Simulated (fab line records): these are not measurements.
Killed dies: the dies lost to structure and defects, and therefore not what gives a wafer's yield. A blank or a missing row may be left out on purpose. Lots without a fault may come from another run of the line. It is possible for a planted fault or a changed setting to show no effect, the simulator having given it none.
Which of the tools did it? | flow nand harc | 11 lots, 33 wafers sampled, at 1 step of a route of 1302

## WHAT THE GAUGES SHOWED, per wafer
NHARC_A_ONON_D2_THK_MEAS_30: measures by ellipsometry.
lot  | measured     | on            | thk nm (nm)
L076 | day 14 03:22 | film metro-02 | 977 977 977
L079 | day 14 16:34 | film metro-02 | 1006 1006 1007
L080 | day 14 21:59 | film metro-01 | 991 991 992
L082 | day 16 00:01 | film metro-01 | 1016 1015 1016
L083 | day 17 06:46 | film metro-01 | 980 982 982
L087 | day 18 08:11 | film metro-02 | 1009 1009 1006
L088 | day 19 00:59 | film metro-02 | 1000 1001 1001
L091 | day 19 16:02 | film metro-02 | 982 983 984
L093 | day 20 21:53 | film metro-02 | 995 997 994
L095 | day 21 16:49 | film metro-01 | 1002 1003 1002
L097 | day 22 07:03 | film metro-02 | 1006 1008 1008

## EACH LOT AND THE TOOL THAT RAN IT (in order: tool; ch and the chambers of the sampled wafers; start)
Before these readings, the record contains no process step.

## THE ANSWER, worked out from the rows above alone
Rule: the lots themselves supply what counts as usual. The widest of any qualifying gaps counts: lots, ordered by their means at a reading, are off when they make up no more than a third of the lots, leave a main group of 4 or more, and stand apart from it by 3 or more times the standard deviation of that group's means. The tables above print the reading to a certain number of digits; a main group whose means all agree to those digits is not used. Also off: a lot with no number at a reading for which 4 or more lots have one. The other lots that the step has rows for count as sound.
Across all readings shown, no lot is off: no conclusion can be drawn from this.

## WHAT THE SIMULATOR HAD PUT IN
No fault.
